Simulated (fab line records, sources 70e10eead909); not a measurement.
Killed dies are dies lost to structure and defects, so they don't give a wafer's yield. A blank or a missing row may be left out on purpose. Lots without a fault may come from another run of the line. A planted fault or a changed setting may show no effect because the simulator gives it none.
A struck lot beside a sound one | flow nand_harc | 13 steps out of a route of 1159
Sound: wafers L613.3, L613.4, L613.5. Struck: wafers L628.1, L628.5, L628.6. The cause comes at the end.
At each step with rows: each side's tool, then ch and its chambers, then its first start. Under that, the readings that differ: sound wafers | struck wafers | difference of the means | sigmas: that difference in standard deviations of wafers without a fault.
alike: readings whose means differ by less than 2 such deviations, and words and numbers that are the same on both sides. not compared: withheld readings, readings that some wafer has no value for, bounds like >300 that may hide the same value, and numbers for which the record gives no deviation and whose values overlap.
The two part at a step that has a row with sigmas, a row that says differs or no value, or rows on one side only. Numbers that don't overlap but have no deviation are shown without sigmas and don't part them. A reading that every wafer of one side lacks parts them only if that side has two wafers or more.

NHARC_A_ZERO_WELL_INSPECT_17:
  sound on defect_inspect-02, day 8 17:44; struck on defect_inspect-02, day 12 04:00
  reading          | sound    | struck | difference | sigmas
  raw_defect_count | 26 10 29 | 1 3 7  | -18        | -3
then, 3 steps without rows for these wafers: NHARC_A_SOURCE_PLATE_PRECLEAN_00 (cleans in HF-LAST, time 60 s); NHARC_A_SOURCE_PLATE_SRD_01; NHARC_A_SOURCE_PLATE_OXIDE_02 (material SiO2, target thk 10 nm, ox time 1362 s).
NHARC_A_SOURCE_PLATE_THK_MEAS_09: measures by ellipsometry.
  sound on film_metro-02, day 8 22:05; struck on film_metro-02, day 12 11:26
  alike: thk_nm
then, 3 steps without rows for these wafers: NHARC_A_SOURCE_PLATE_PVD_04 (deposits WSi2, target thk 50 nm); NHARC_A_SOURCE_PLATE_CVD_03 (deposits poly-Si, target thk 200 nm, time 4000 s); NHARC_A_SOURCE_PLATE_ANNEAL_05 (time 1800 s).
NHARC_A_SOURCE_PLATE_THK_MEAS_06: measures by ellipsometry.
  sound on film_metro-02, day 9 10:53; struck on film_metro-02, day 13 00:37
  alike: thk_nm
NHARC_A_SOURCE_PLATE_INSPECT_08:
  sound on defect_inspect-02, day 9 10:58; struck on defect_inspect-02, day 13 00:44
  alike: raw_defect_count
NHARC_A_ONON_D1_DEP_00: target thk 1000 nm.
  sound on pecvd_onon-03 ch 0, day 9 11:08; struck on pecvd_onon-04 ch 0, day 13 00:47
  alike: sih4_flow_sccm
NHARC_A_ONON_D1_THK_MEAS_02: measures by ellipsometry.
  sound on film_metro-02, day 9 11:32; struck on film_metro-01, day 13 01:28
  reading     | sound       | struck         | difference | sigmas
  thk_nm (nm) | 995 996 997 | 1469 1469 1472 | +474       | +40
  not compared: hold
-- the record jumps here: 13 days lie between the struck wafers' starts before and after (it left off in module A_ONON_D1 and takes up again in module END, whose first step shown is number 1159 of the route) --
NHARC_END_SORT_01:
  sound on prober-02 ch 0, day 21 10:05; struck on prober-02 ch 0, day 25 17:22
  reading         | sound | struck      | difference | sigmas
  killed_at_array | 24 29 | 666 668 673 | +642       | +58
  killed_dies     | 26 33 | 677 677 677 | +648       | +54
  alike: killed_at_other, killed_at_periphery, killed_open, killed_short

WHERE THEY PART
First at NHARC_A_ZERO_WELL_INSPECT_17; last, within this record, at NHARC_END_SORT_01.

WHY: what the simulator had put in
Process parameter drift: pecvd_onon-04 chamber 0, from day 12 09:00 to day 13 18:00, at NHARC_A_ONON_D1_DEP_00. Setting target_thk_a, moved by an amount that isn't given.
